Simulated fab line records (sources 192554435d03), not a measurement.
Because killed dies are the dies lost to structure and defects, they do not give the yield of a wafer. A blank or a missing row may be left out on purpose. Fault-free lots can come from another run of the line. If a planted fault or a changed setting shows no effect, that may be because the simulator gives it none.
Matching of chambers / flow n5Finfet / N5_BEOL_M2_STRIP_36 on rieDiel-06: 4 sister chambers
The step strips in N2/H2. 22 wafers are shown with their chamber, then 11 later ones without.

## EACH WAFER AND ITS CHAMBER
wafer=L074.1; chamber=3; drypumpMotorCurrentA (A)=6.4; throttleValvePct (%)=23.36; showerheadPlenumPTorr (Torr)=2.41
wafer=L074.3; chamber=2; drypumpMotorCurrentA (A)=5.7; throttleValvePct (%)=23.43; showerheadPlenumPTorr (Torr)=2.40
wafer=L074.6; chamber=1; drypumpMotorCurrentA (A)=5.4; throttleValvePct (%)=23.06; showerheadPlenumPTorr (Torr)=2.54
wafer=L075.1; chamber=3; drypumpMotorCurrentA (A)=6.5; throttleValvePct (%)=23.31; showerheadPlenumPTorr (Torr)=2.41
wafer=L075.2; chamber=1; drypumpMotorCurrentA (A)=5.4; throttleValvePct (%)=23.06; showerheadPlenumPTorr (Torr)=2.54
wafer=L075.3; chamber=0; drypumpMotorCurrentA (A)=5.1; throttleValvePct (%)=23.82; showerheadPlenumPTorr (Torr)=2.61
wafer=L075.4; chamber=2; drypumpMotorCurrentA (A)=5.6; throttleValvePct (%)=23.41; showerheadPlenumPTorr (Torr)=2.40
wafer=L075.5; chamber=2; drypumpMotorCurrentA (A)=5.6; throttleValvePct (%)=23.45; showerheadPlenumPTorr (Torr)=2.40
wafer=L075.6; chamber=3; drypumpMotorCurrentA (A)=6.5; throttleValvePct (%)=23.38; showerheadPlenumPTorr (Torr)=2.41
wafer=L080.1; chamber=0; drypumpMotorCurrentA (A)=5.1; throttleValvePct (%)=23.85; showerheadPlenumPTorr (Torr)=2.60
wafer=L080.4; chamber=3; drypumpMotorCurrentA (A)=6.5; throttleValvePct (%)=23.36; showerheadPlenumPTorr (Torr)=2.41
wafer=L080.5; chamber=0; drypumpMotorCurrentA (A)=5.0; throttleValvePct (%)=23.82; showerheadPlenumPTorr (Torr)=2.60
wafer=L082.1; chamber=1; drypumpMotorCurrentA (A)=5.4; throttleValvePct (%)=23.09; showerheadPlenumPTorr (Torr)=2.53
wafer=L082.2; chamber=0; drypumpMotorCurrentA (A)=5.1; throttleValvePct (%)=23.88; showerheadPlenumPTorr (Torr)=2.60
wafer=L082.5; chamber=0; drypumpMotorCurrentA (A)=5.1; throttleValvePct (%)=23.83; showerheadPlenumPTorr (Torr)=2.60
wafer=L085.1; chamber=1; drypumpMotorCurrentA (A)=5.4; throttleValvePct (%)=23.10; showerheadPlenumPTorr (Torr)=2.53
wafer=L085.2; chamber=0; drypumpMotorCurrentA (A)=5.0; throttleValvePct (%)=23.86; showerheadPlenumPTorr (Torr)=2.60
wafer=L085.3; chamber=3; drypumpMotorCurrentA (A)=6.5; throttleValvePct (%)=23.37; showerheadPlenumPTorr (Torr)=2.40
wafer=L087.1; chamber=1; drypumpMotorCurrentA (A)=5.4; throttleValvePct (%)=23.08; showerheadPlenumPTorr (Torr)=2.53
wafer=L087.5; chamber=3; drypumpMotorCurrentA (A)=6.4; throttleValvePct (%)=23.39; showerheadPlenumPTorr (Torr)=2.40
wafer=L087.6; chamber=2; drypumpMotorCurrentA (A)=5.7; throttleValvePct (%)=23.28; showerheadPlenumPTorr (Torr)=2.71
wafer=L089.2; chamber=3; drypumpMotorCurrentA (A)=6.4; throttleValvePct (%)=23.38; showerheadPlenumPTorr (Torr)=2.40

SIGNATURES (means of the wafers above)
reading=drypumpMotorCurrentA; chamber 0=5.067; chamber 1=5.400; chamber 2=5.650; chamber 3=6.457; scatter within a chamber=0.0474
reading=throttleValvePct; chamber 0=23.8433; chamber 1=23.0780; chamber 2=23.3925; chamber 3=23.3643; scatter within a chamber=0.038
reading=showerheadPlenumPTorr; chamber 0=2.6017; chamber 1=2.5340; chamber 2=2.4775; chamber 3=2.4057; scatter within a chamber=0.0634
Rule: distance of a wafer from a chamber = root of the sum over the readings of ((wafer's reading minus chamber's mean) / reading's scatter) squared. The wafer belongs to the nearest chamber; if the next one is less than 2 further off, it can't be placed. How the scatter is found: for the shown wafers, subtract from each reading the mean of its chamber, square and add these, divide the total by (wafers less chambers), then take the root.

## WAFERS WITH NO CHAMBER GIVEN
wafer=L089.5; drypumpMotorCurrentA (A)=6.5; throttleValvePct (%)=23.39; showerheadPlenumPTorr (Torr)=2.40
wafer=L089.6; drypumpMotorCurrentA (A)=5.7; throttleValvePct (%)=23.27; showerheadPlenumPTorr (Torr)=2.71
wafer=L093.2; drypumpMotorCurrentA (A)=5.0; throttleValvePct (%)=23.55; showerheadPlenumPTorr (Torr)=2.60
wafer=L093.5; drypumpMotorCurrentA (A)=5.1; throttleValvePct (%)=23.57; showerheadPlenumPTorr (Torr)=2.60
wafer=L093.6; drypumpMotorCurrentA (A)=5.7; throttleValvePct (%)=23.29; showerheadPlenumPTorr (Torr)=2.71
wafer=L094.3; drypumpMotorCurrentA (A)=5.1; throttleValvePct (%)=23.58; showerheadPlenumPTorr (Torr)=2.60
wafer=L094.4; drypumpMotorCurrentA (A)=5.6; throttleValvePct (%)=23.28; showerheadPlenumPTorr (Torr)=2.70
wafer=L094.5; drypumpMotorCurrentA (A)=6.4; throttleValvePct (%)=23.39; showerheadPlenumPTorr (Torr)=2.39
wafer=L096.1; drypumpMotorCurrentA (A)=5.7; throttleValvePct (%)=23.28; showerheadPlenumPTorr (Torr)=2.71
wafer=L096.2; drypumpMotorCurrentA (A)=5.4; throttleValvePct (%)=23.10; showerheadPlenumPTorr (Torr)=2.52
wafer=L096.5; drypumpMotorCurrentA (A)=5.1; throttleValvePct (%)=23.56; showerheadPlenumPTorr (Torr)=2.60

## EACH ONE'S CHAMBER
wafer=L089.5; from the rows above=3; in truth=3
wafer=L089.6; from the rows above=2; in truth=2
wafer=L093.2; from the rows above=0; in truth=0
wafer=L093.5; from the rows above=0; in truth=0
wafer=L093.6; from the rows above=2; in truth=2
wafer=L094.3; from the rows above=0; in truth=0
wafer=L094.4; from the rows above=2; in truth=2
wafer=L094.5; from the rows above=3; in truth=3
wafer=L096.1; from the rows above=2; in truth=2
wafer=L096.2; from the rows above=1; in truth=1
wafer=L096.5; from the rows above=0; in truth=0
11 of 11 placed correctly. From these rows, 0 cannot be placed. Number placed wrongly: 0.
